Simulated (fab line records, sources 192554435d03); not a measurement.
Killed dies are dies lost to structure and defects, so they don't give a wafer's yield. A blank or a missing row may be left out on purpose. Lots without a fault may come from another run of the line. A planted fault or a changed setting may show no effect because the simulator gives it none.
fab line records | flow n5_finfet
record lots=24 wafers=72 last_day=18
route steps=1938 shown BEOL_M0@738 BEOL_M1@786
lots that met no fault: from a run of the same line without faults
start_h: hours from the record's first day to the start of the lot's first wafer shown | wait_h: hours since the lot's step before | " the same as in the row above | L1.1+2: a row that stands for several wafers | - no value, or no start given | * or withheld: withheld | < > ~ a bound
route shown NAME@n: a module of which the file shows steps, and the number in the route of the first | usual: mean/standard deviation of fault-free wafers | same: alike in all rows | chamber/n: place in a boat | sites: the reading at each site | _std_site: their standard deviation | _edge_site: outer sites' mean less inner sites' | radius_mm: how far each site lies from the wafer's centre | mask NAME#n: copy n | behind: the tool/chamber that last shaped the wafer | hold: why the lot was held/for how many hours/how that ended | device: the transistor (n, p or np) that didn't switch | end of line: the same wafers' tests at the end of the route | a step without rows: its recipe alone | killed: dies lost to structure and defects at the first sort, not the wafer's yield | map: a wafer's dies, x killed, . not, _ none there
set.NAME: the setting as run; set.NAME@STEP: as run at that earlier step | model.NAME: the simulator's own value behind a step, which no gauge read
steps of the route over a sample of lots; a table a step, a row a wafer
services: from which hour (start_h, from the record's first day; less than 0 if before it) a tool's chamber was out of use, for how many hours, and why
## steps
# step N5_BEOL_M0_SPUTTER_134
# recipe material=Cu target_thk_a=40 temp_c=-20 chamber_pressure_pa=0.07 power_w=withheld time_s=7.37
# usual chuck_gas_flow_sccm=1.26/0.06 throttle_valve_pct=29.9/0.89
# columns lot.wafer tool chamber start_h wait_h chuck_gas_flow_sccm throttle_valve_pct
L074.1 pvd_sputter-02 - 120.21 0.0 1.28 28.7
L074.4 " - " " 1.33 29.9
L074.5 " - " " 1.22 31.3
L075.3 pvd_sputter-02 - 126.60 0.0 1.15 28.6
L075.4 " - " " 1.37 29.0
L075.6 " - " " 1.29 29.7
L076.2 pvd_sputter-03 - 129.70 0.0 1.23 30.2
L076.3 " - " " 1.32 29.9
L076.5 " - " " 1.27 30.1
L077.2 pvd_sputter-01 - 136.12 0.0 1.22 31.4
L077.3 " - " " 1.32 28.8
L077.5 " - " " 1.40 30.1
L078.1 pvd_sputter-02 - 139.69 0.0 1.31 29.7
L078.2 " - " " 1.35 28.9
L078.6 " - " " 1.36 29.5
L079.1 pvd_sputter-02 - 149.49 0.0 1.20 28.4
L079.2 " - " " 1.30 29.0
L079.5 " - " " 1.30 29.1
L080.2 pvd_sputter-01 - 153.10 0.0 1.15 30.5
L080.3 " - " " 1.34 28.9
L080.5 " - " " 1.32 30.2
L081.2 pvd_sputter-01 - 162.09 0.0 1.22 30.1
L081.5 " - " " 1.27 30.3
L081.6 " - " " 1.19 30.1
L082.1 pvd_sputter-03 - 165.83 0.0 1.19 30.0
L082.2 " - " " 1.24 30.3
L082.3 " - " " 1.31 30.0
L083.4 pvd_sputter-02 - 176.71 0.0 1.32 30.0
L083.5 " - " " 1.20 28.7
L083.6 " - " " 1.26 31.4
L084.2 pvd_sputter-03 - 182.00 0.0 1.22 30.6
L084.3 " - " " 1.28 30.4
L084.4 " - " " 1.32 29.9
L085.4 pvd_sputter-02 - 184.19 0.0 1.26 28.7
L085.5 " - " " 1.22 28.6
L085.6 " - " " 1.27 31.3
L086.2 pvd_sputter-02 - 190.09 0.0 1.21 28.7
L086.4 " - " " 1.26 31.4
L086.5 " - " " 1.26 31.1
L087.2 pvd_sputter-01 - 196.12 0.0 1.25 29.8
L087.3 " - " " 1.25 29.0
L087.6 " - " " 1.19 30.3
L088.1 pvd_sputter-03 - 209.40 0.0 1.24 29.9
L088.3 " - " " 1.32 30.5
L088.4 " - " " 1.24 30.5
L090.3 pvd_sputter-02 - 213.74 0.0 1.25 31.4
L090.4 " - " " 1.32 29.5
L090.6 " - " " 1.33 29.1
L089.3 pvd_sputter-03 - 214.90 0.0 1.32 29.8
L089.4 " - " " 1.20 30.4
L089.5 " - " " 1.22 29.8
L092.1 pvd_sputter-01 - 229.04 0.0 1.24 28.9
L092.4 " - " " 1.23 29.9
L092.6 " - " " 1.24 29.0
L091.2 pvd_sputter-03 - 231.68 0.0 1.30 29.9
L091.4 " - " " 1.24 30.8
L091.5 " - " " 1.20 30.2
L093.1 pvd_sputter-02 - 233.33 0.0 1.33 28.7
L093.2 " - " " 1.21 31.1
L093.6 " - " " 1.38 29.1
L094.2 pvd_sputter-02 - 236.71 0.0 1.12 31.3
L094.3 " - " " 1.21 28.9
L094.6 " - " " 1.11 31.3
L095.1 pvd_sputter-02 - 246.66 0.0 1.21 29.9
L095.3 " - " " 1.30 29.0
L095.5 " - " " 1.35 29.0
L096.1 pvd_sputter-02 - 253.88 0.0 1.21 28.6
L096.2 " - " " 1.30 29.8
L096.5 " - " " 1.24 28.7
L097.1 pvd_sputter-03 - 257.80 0.0 1.24 29.9
L097.2 " - " " 1.19 30.3
L097.4 " - " " 1.23 29.8
# step N5_BEOL_M0_PRE_CLEAN_131
# recipe gas=NH3/H2 time_s=15 temp_c=* rf_power_w=300
# usual heater_power_w=83/6.1
# columns lot.wafer tool chamber start_h wait_h heater_power_w
L074.1 cvd_co-02 0 121.15 0.0 85
L074.4 " 2 " " 90
L074.5 " 2 " " 89
L075.3 cvd_co-01 0 127.58 0.1 83
L075.4 " 2 " " 76
L075.6 " 1 " " 88
L076.2 cvd_co-01 0 130.98 0.2 81
L076.3 " 1 " " 91
L076.5 " 1 " " 88
L077.2 cvd_co-01 2 137.27 0.0 75
L077.3 " 0 " " 82
L077.5 " 0 " " 80
L078.1 cvd_co-01 2 140.65 0.0 75
L078.2 " 0 " " 79
L078.6 " 1 " " 91
L079.1 cvd_co-01 0 150.43 0.0 80
L079.2 " 2 " " 76
L079.5 " 0 " " 78
L080.2 cvd_co-01 2 154.49 0.0 76
L080.3 " 0 " " 81
L080.5 " 2 " " 73
L081.2 cvd_co-01 0 163.04 0.0 81
L081.5 " 0 " " 81
L081.6 " 1 " " 89
L082.1 cvd_co-01 0 166.89 0.0 81
L082.2 " 1 " " 90
L082.3 " 2 " " 75
L083.4 cvd_co-01 2 177.67 0.1 75
L083.5 " 0 " " 79
L083.6 " 1 " " 90
L084.2 cvd_co-02 2 182.94 0.0 91
L084.3 " 2 " " 92
L084.4 " 1 " " 76
L085.4 cvd_co-02 1 185.48 0.1 76
L085.5 " 2 " " 90
L085.6 " 1 " " 77
L086.2 cvd_co-01 0 191.03 0.0 82
L086.4 " 0 " " 80
L086.5 " 1 " " 90
L087.2 cvd_co-02 0 197.19 0.0 88
L087.3 " 2 " " 91
L087.6 " 1 " " 75
L088.1 cvd_co-01 1 210.34 0.0 91
L088.3 " 0 " " 80
L088.4 " 2 " " 75
L090.3 cvd_co-01 0 214.69 0.0 81
L090.4 " 0 " " 80
L090.6 " 2 " " 74
L089.3 cvd_co-02 2 216.79 0.0 90
L089.4 " 2 " " 90
L089.5 " 1 " " 76
L092.1 cvd_co-02 1 230.03 0.0 78
L092.4 " 0 " " 89
L092.6 " 2 " " 88
L091.2 cvd_co-01 2 233.57 0.0 79
L091.4 " 0 " " 81
L091.5 " 1 " " 89
L093.1 cvd_co-02 2 234.27 0.0 90
L093.2 " 1 " " 76
L093.6 " 1 " " 77
L094.2 cvd_co-01 2 237.71 0.1 75
L094.3 " 0 " " 81
L094.6 " 0 " " 84
L095.1 cvd_co-02 1 247.60 0.0 77
L095.3 " 0 " " 87
L095.5 " 2 " " 90
L096.1 cvd_co-02 2 254.82 0.0 91
L096.2 " 0 " " 86
L096.5 " 2 " " 89
L097.1 cvd_co-01 1 259.06 0.3 92
L097.2 " 2 " " 75
L097.4 " 2 " " 77
# step N5_BEOL_M0_RS_MEAS_126
# recipe thk_meas_gauge=four-point-probe reads=Co_of_BEOL_M0_CO_CAP_123+Cu_of_BEOL_M0_ECD_118+Co_of_BEOL_M0_CVD_115+TaN_of_BEOL_M0_ALD_136
# usual M0_RS=0.530/0.021
# columns lot.wafer tool chamber start_h wait_h M0_RS[ohm/sq]
L074.1 film_metro-02 - 121.43 0.0 0.525
L074.4 " - " " 0.517
L074.5 " - " " 0.509
L075.3 film_metro-01 - 127.80 0.1 0.538
L075.4 " - " " 0.563
L075.6 " - " " 0.529
L076.2 film_metro-02 - 131.21 0.1 0.518
L076.3 " - " " 0.539
L076.5 " - " " 0.506
L077.2 film_metro-02 - 137.49 0.1 0.510
L077.3 " - " " 0.526
L077.5 " - " " 0.528
L078.1 film_metro-02 - 140.87 0.0 0.530
L078.2 " - " " 0.531
L078.6 " - " " 0.516
L079.1 film_metro-02 - 150.65 0.0 0.526
L079.2 " - " " 0.534
L079.5 " - " " 0.521
L080.2 film_metro-01 - 154.71 0.1 0.522
L080.3 " - " " 0.509
L080.5 " - " " 0.511
L081.2 film_metro-01 - 163.28 0.1 0.505
L081.5 " - " " 0.497
L081.6 " - " " 0.495
L082.1 film_metro-02 - 167.11 0.0 0.521
L082.2 " - " " 0.539
L082.3 " - " " 0.521
L083.4 film_metro-02 - 177.88 0.0 0.523
L083.5 " - " " 0.525
L083.6 " - " " 0.537
L084.2 film_metro-01 - 183.22 0.1 0.550
L084.3 " - " " 0.531
L084.4 " - " " 0.548
L085.4 film_metro-01 - 185.74 0.0 0.505
L085.5 " - " " 0.513
L085.6 " - " " 0.522
L086.2 film_metro-01 - 191.26 0.1 0.545
L086.4 " - " " 0.535
L086.5 " - " " 0.498
L087.2 film_metro-02 - 197.43 0.1 0.526
L087.3 " - " " 0.512
L087.6 " - " " 0.522
L088.1 film_metro-02 - 210.57 0.0 0.521
L088.3 " - " " 0.522
L088.4 " - " " 0.517
L090.3 film_metro-02 - 214.94 0.1 0.515
L090.4 " - " " 0.533
L090.6 " - " " 0.528
L089.3 film_metro-01 - 217.15 0.1 0.503
L089.4 " - " " 0.497
L089.5 " - " " 0.518
L092.1 film_metro-01 - 230.28 0.1 0.526
L092.4 " - " " 0.522
L092.6 " - " " 0.520
L091.2 film_metro-02 - 233.79 0.1 0.545
L091.4 " - " " 0.544
L091.5 " - " " 0.552
L093.1 film_metro-01 - 234.49 0.0 0.531
L093.2 " - " " 0.545
L093.6 " - " " 0.532
L094.2 film_metro-01 - 237.94 0.1 0.563
L094.3 " - " " 0.538
L094.6 " - " " 0.532
L095.1 film_metro-02 - 247.83 0.0 0.549
L095.3 " - " " 0.522
L095.5 " - " " 0.505
L096.1 film_metro-02 - 255.08 0.1 0.531
L096.2 " - " " 0.529
L096.5 " - " " 0.526
L097.1 film_metro-02 - 259.28 0.0 0.546
L097.2 " - " " 0.562
L097.4 " - " " 0.558
# step N5_BEOL_M1_CD_MEAS_28
# recipe landing_energy_ev=500 detector=se_inlens target_cd_y_nm=23.3
# usual cd_nm=24.0/0.34
# columns lot.wafer tool chamber start_h wait_h cd_nm
L074.1 cd_sem-01 0 124.69 - 24.4
L074.4 " 0 " " 24.5
L074.5 " 0 " " 24.2
L075.3 cd_sem-01 0 131.35 - 23.6
L075.4 " 0 " " 23.5
L075.6 " 0 " " 23.7
L076.2 cd_sem-02 0 135.26 - 24.3
L076.3 " 0 " " 24.4
L076.5 " 0 " " 24.0
L077.2 cd_sem-03 0 139.96 - 23.7
L077.3 " 0 " " 24.0
L077.5 " 0 " " 24.0
L078.1 cd_sem-02 0 143.93 - 24.1
L078.2 " 0 " " 23.6
L078.6 " 0 " " 24.2
L079.1 cd_sem-03 0 152.97 - 24.0
L079.2 " 0 " " 23.8
L079.5 " 0 " " 23.9
L080.2 cd_sem-03 0 157.16 - 23.7
L080.3 " 0 " " 24.2
L080.5 " 0 " " 24.0
L081.2 cd_sem-01 0 165.76 - 24.4
L081.5 " 0 " " 24.2
L081.6 " 0 " " 24.3
L082.1 cd_sem-03 0 170.29 - 24.6
L082.2 " 0 " " 24.4
L082.3 " 0 " " 24.2
L083.4 cd_sem-03 0 179.96 - 24.0
L083.5 " 0 " " 24.0
L083.6 " 0 " " 23.7
L084.2 cd_sem-02 0 184.93 - 23.8
L084.3 " 0 " " 23.5
L084.4 " 0 " " 23.9
L085.4 cd_sem-01 0 188.37 - 23.8
L085.5 " 0 " " 23.4
L085.6 " 0 " " 23.8
L086.2 cd_sem-02 0 195.25 - 23.7
L086.4 " 0 " " 24.3
L086.5 " 0 " " 24.1
L087.2 cd_sem-03 0 201.14 - 24.0
L087.3 " 0 " " 23.8
L087.6 " 0 " " 24.3
L088.1 cd_sem-02 0 213.87 - 23.9
L088.3 " 0 " " 23.0
L088.4 " 0 " " 23.3
L090.3 cd_sem-02 0 218.46 - 24.4
L090.4 " 0 " " 24.3
L090.6 " 0 " " 23.8
L089.3 cd_sem-02 0 220.59 - 23.6
L089.4 " 0 " " 24.1
L089.5 " 0 " " 24.4
L092.1 cd_sem-03 0 232.07 - 24.1
L092.4 " 0 " " 24.3
L092.6 " 0 " " 24.4
L091.2 cd_sem-02 0 235.75 - 24.4
L091.4 " 0 " " 24.0
L091.5 " 0 " " 24.3
L093.1 cd_sem-03 0 239.23 - 23.5
L093.2 " 0 " " 23.6
L093.6 " 0 " " 23.6
L094.2 cd_sem-02 0 239.79 - 23.7
L094.3 " 0 " " 24.1
L094.6 " 0 " " 24.0
L095.1 cd_sem-03 0 250.45 - 24.3
L095.3 " 0 " " 23.8
L095.5 " 0 " " 23.8
L096.1 cd_sem-02 0 257.05 - 24.1
L096.2 " 0 " " 23.7
L096.5 " 0 " " 23.8
L097.1 cd_sem-02 0 262.94 - 23.6
L097.2 " 0 " " 24.3
L097.4 " 0 " " 23.9
# step N5_BEOL_M1_ETCHBACK_99
# recipe chemistry=CHF3 target=SiO2 target_depth_a=50 time_s=10.4 source_w=215 bias_w=47 Ar_flow_sccm=200 CHF3_flow_sccm=12 ion_energy_ev=100 pressure_mtorr=30
# usual drypump_motor_current_A=5.73/0.3 oes_f_703_au=0.78/0.056 oes_product_au=0.78/0.058 rf_vpp_V=244/7 showerhead_plenum_p_Torr=2.17/0.079 throttle_valve_pct=17.16/0.23
# columns lot.wafer tool chamber start_h wait_h drypump_motor_current_A oes_f_703_au oes_product_au rf_hours_counter_h rf_vpp_V showerhead_plenum_p_Torr throttle_valve_pct
L074.1 rie_diel-03 1 125.87 0.9 5.36 0.82 0.82 89 244 2.20 16.99
L074.4 " 2 " " 5.66 0.78 0.79 129 248 2.28 17.49
L074.5 " 3 " " 5.89 0.76 0.72 - 237 2.16 17.31
L075.3 rie_diel-04 0 134.14 2.5 5.73 0.81 0.81 92 229 2.15 16.97
L075.4 " 2 " " 6.09 0.72 0.71 205 236 2.04 17.12
L075.6 " 2 " " 6.02 0.72 0.72 - 235 2.04 17.11
L076.2 rie_diel-03 2 138.29 2.7 5.67 0.77 0.78 134 249 2.28 17.50
L076.3 " 3 " " 5.88 0.75 0.72 202 236 2.16 17.33
L076.5 " 0 " " 5.70 0.90 0.89 - 252 2.28 17.19
L077.2 rie_diel-01 3 154.64 14.1 5.67 0.76 0.77 132 236 2.07 17.23
L077.3 " 1 " " 5.94 0.71 0.75 185 244 2.06 17.26
L077.5 " 2 " " 6.34 0.77 0.76 - 240 2.25 17.17
L078.1 rie_diel-03 2 154.86 10.4 5.62 0.77 0.77 140 251 2.27 17.51
L078.2 " 1 " " 5.39 0.81 0.81 99 244 2.20 17.01
L078.6 " 3 " " 5.91 0.74 0.71 - 237 2.15 17.34
L079.1 rie_diel-03 0 158.10 4.8 5.74 0.89 0.88 38 252 2.28 17.21
L079.2 " 1 " " 5.35 0.80 0.81 99 242 2.20 17.00
L079.5 " 1 " " 5.34 0.80 0.80 - 243 2.20 17.02
L080.2 rie_diel-03 0 164.62 6.8 5.69 0.88 0.88 39 253 2.28 17.20
L080.3 " 2 " " 5.66 0.77 0.77 143 249 2.27 17.53
L080.5 " 2 " " 5.66 0.76 0.77 - 249 2.27 17.54
L081.2 rie_diel-01 2 168.17 2.1 6.35 0.76 0.75 173 240 2.25 17.16
L081.5 " 2 " " 6.36 0.77 0.75 - 241 2.25 17.18
L081.6 " 3 " " 5.71 0.76 0.76 - 236 2.07 17.23
L082.1 rie_diel-04 1 172.81 2.2 5.65 0.89 0.88 58 245 2.10 16.79
L082.2 " 0 " " 5.73 0.81 0.79 103 230 2.15 17.00
L082.3 " 3 " " 5.02 0.78 0.78 120 250 2.15 16.65
L083.4 rie_diel-01 0 186.26 5.7 5.81 0.82 0.83 52 253 2.20 16.81
L083.5 " 3 " " 5.69 0.75 0.76 - 235 2.07 17.25
L083.6 " 2 " " 6.34 0.77 0.74 - 241 2.25 17.18
L085.4 rie_diel-01 2 189.38 0.6 6.31 0.76 0.74 179 241 2.25 17.18
L085.5 " 2 " " 6.32 0.76 0.74 - 241 2.25 17.18
L085.6 " 1 " " 5.92 0.70 0.73 - 245 2.06 17.30
L084.2 rie_diel-04 2 195.57 10.2 6.03 0.71 0.69 218 237 2.03 17.13
L084.3 " 3 " " 5.01 0.77 0.77 125 251 2.15 16.65
L084.4 " 0 " " 5.73 0.81 0.78 108 230 2.15 17.00
L086.2 rie_diel-03 2 196.04 0.5 5.65 0.76 0.76 152 250 2.27 17.53
L086.4 " 3 " " 5.89 0.74 0.70 220 235 2.15 17.35
L086.5 " 3 " " 5.91 0.74 0.70 - 234 2.15 17.35
L087.2 rie_diel-01 2 203.45 1.6 6.37 0.76 0.74 183 239 2.25 17.18
L087.3 " 1 " " 5.90 0.70 0.74 199 244 2.06 17.28
L087.6 " 3 " " 5.69 0.76 0.75 - 235 2.07 17.25
L090.3 rie_diel-01 3 220.27 1.5 5.69 0.76 0.74 151 236 2.07 17.26
L090.4 " 2 " " 6.37 0.76 0.74 188 241 2.25 17.19
L090.6 " 1 " " 5.91 0.70 0.73 - 244 2.06 17.28
L088.1 rie_diel-03 2 220.50 6.2 5.65 0.75 0.76 159 248 2.27 17.56
L088.3 " 1 " " 5.34 0.79 0.79 117 243 2.19 17.04
L088.4 " 0 " " 5.73 0.86 0.85 55 253 2.27 17.24
L089.3 rie_diel-03 0 225.29 4.4 5.74 0.86 0.86 56 252 2.27 17.23
L089.4 " 1 " " 5.38 0.79 0.80 117 243 2.19 17.06
L089.5 " 0 " " 5.71 0.86 0.85 - 250 2.27 17.25
L092.1 rie_diel-03 2 232.98 0.6 5.64 0.75 0.76 162 250 2.26 17.55
L092.4 " 3 " " 5.94 0.73 0.68 230 236 2.15 17.37
L092.6 " 1 " " 5.34 0.78 0.79 - 244 2.19 17.05
L091.2 rie_diel-04 2 238.00 1.9 6.02 0.70 0.68 231 238 2.03 17.14
L091.4 " 3 " " 5.06 0.75 0.76 138 250 2.14 16.68
L091.5 " 3 " " 5.03 0.75 0.76 - 250 2.14 16.67
L093.1 rie_diel-01 2 248.42 8.9 6.36 0.75 0.73 196 241 2.24 17.22
L093.2 " 1 " " 5.91 0.70 0.73 212 243 2.05 17.30
L093.6 " 0 " " 5.81 0.79 0.82 - 253 2.19 16.83
L094.2 rie_diel-04 1 248.46 8.4 5.66 0.87 0.87 82 244 2.09 16.84
L094.3 " 3 " " 5.03 0.75 0.75 141 251 2.14 16.66
L094.6 " 2 " " 6.02 0.70 0.68 - 235 2.03 17.14
L095.1 rie_diel-03 2 254.86 4.1 5.62 0.74 0.75 169 251 2.26 17.56
L095.3 " 0 " " 5.71 0.85 0.84 66 251 2.27 17.25
L095.5 " 1 " " 5.35 0.78 0.79 - 244 2.19 17.07
L096.1 rie_diel-03 3 261.25 3.8 5.88 0.72 0.70 240 236 2.14 17.40
L096.2 " 2 " " 5.61 0.74 0.76 171 249 2.26 17.57
L096.5 " 3 " " 5.91 0.72 0.69 - 235 2.14 17.38
L097.1 rie_diel-03 3 267.20 3.2 5.89 0.72 0.68 242 233 2.14 17.41
L097.2 " 0 " " 5.74 0.84 0.84 70 253 2.26 17.27
L097.4 " 1 " " 5.34 0.78 0.79 131 243 2.19 17.08
# step N5_BEOL_M1_PRE_CLEAN_60
# recipe gas=NH3/H2 time_s=15 temp_c=* rf_power_w=300
# usual heater_power_w=84/5.9
# columns lot.wafer tool chamber start_h wait_h heater_power_w
L074.1 cvd_co-01 1 129.80 0.0 90
L074.4 " 0 " " 81
L074.5 " 2 " " 75
L075.3 cvd_co-01 0 138.91 0.0 78
L075.4 " 1 " " 88
L075.6 " 0 " " 81
L076.2 cvd_co-02 2 142.47 0.0 90
L076.3 " 1 " " 77
L076.5 " 2 " " 89
L077.2 cvd_co-02 2 158.77 0.0 89
L077.3 " 1 " " 74
L077.5 " 2 " " 89
L078.1 cvd_co-02 2 160.72 0.0 89
L078.2 " 1 " " 76
L078.6 " 1 " " 76
L079.1 cvd_co-01 0 162.34 0.0 81
L079.2 " 1 " " 90
L079.5 " 2 " " 75
L080.2 cvd_co-01 1 168.40 0.0 89
L080.3 " 0 " " 81
L080.5 " 1 " " 89
L081.2 cvd_co-02 1 172.50 0.0 76
L081.5 " 0 " " 87
L081.6 " 2 " " 91
L082.1 cvd_co-01 0 177.05 0.0 82
L082.2 " 2 " " 78
L082.3 " 1 " " 93
L083.4 cvd_co-02 2 190.82 0.1 93
L083.5 " 1 " " 77
L083.6 " 0 " " 86
L085.4 cvd_co-02 1 193.72 0.1 76
L085.5 " 2 " " 89
L085.6 " 0 " " 84
L084.2 cvd_co-02 2 199.59 0.0 90
L084.3 " 0 " " 87
L084.4 " 0 " " 85
L086.2 cvd_co-02 2 201.77 0.0 89
L086.4 " 1 " " 77
L086.5 " 0 " " 86
L087.2 cvd_co-02 1 207.50 0.0 77
L087.3 " 2 " " 89
L087.6 " 2 " " 90
L090.3 cvd_co-01 2 224.68 0.0 75
L090.4 " 1 " " 92
L090.6 " 2 " " 78
L088.1 cvd_co-02 0 226.90 0.1 86
L088.3 " 2 " " 91
L088.4 " 2 " " 91
L089.3 cvd_co-02 2 229.36 0.0 93
L089.4 " 0 " " 88
L089.5 " 1 " " 78
L092.1 cvd_co-01 2 237.60 0.2 76
L092.4 " 0 " " 81
L092.6 " 1 " " 89
L091.2 cvd_co-02 1 244.48 0.0 77
L091.4 " 1 " " 77
L091.5 " 0 " " 89
L093.1 cvd_co-02 0 252.92 0.0 89
L093.2 " 2 " " 90
L093.6 " 0 " " 87
L094.2 cvd_co-02 1 253.03 0.1 78
L094.3 " 2 " " 92
L094.6 " 2 " " 90
L095.1 cvd_co-01 2 259.70 0.0 76
L095.3 " 1 " " 89
L095.5 " 2 " " 75
L096.1 cvd_co-02 0 265.21 0.1 86
L096.2 " 1 " " 78
L096.5 " 0 " " 90
L097.1 cvd_co-02 1 272.84 0.0 77
L097.2 " 0 " " 87
L097.4 " 0 " " 86
## services
# columns tool chamber start_h hours kind
pvd_sputter-01 - 101.64 8.5 repair
cvd_co-01 2 110.34 1.5 repair
cvd_co-02 1 114.67 - clean
cvd_co-02 1 114.67 22.0 scheduled_down
cvd_co-02 1 114.67 22.0 vent_cycle
cvd_co-01 - 117.76 0.6 repair
pvd_sputter-01 - 131.79 0.9 repair
rie_diel-04 - 146.76 2.8 pm
rie_diel-04 2 163.49 3.9 repair
cvd_co-02 - 164.73 2.8 pm
cvd_co-02 0 176.20 9.3 repair
rie_diel-01 - 207.15 2.3 repair
rie_diel-01 - 229.78 2.5 repair
cvd_co-02 - 236.57 0.5 repair
rie_diel-03 - 262.64 0.5 repair
cvd_co-02 - 263.49 0.8 repair
## key
fault none
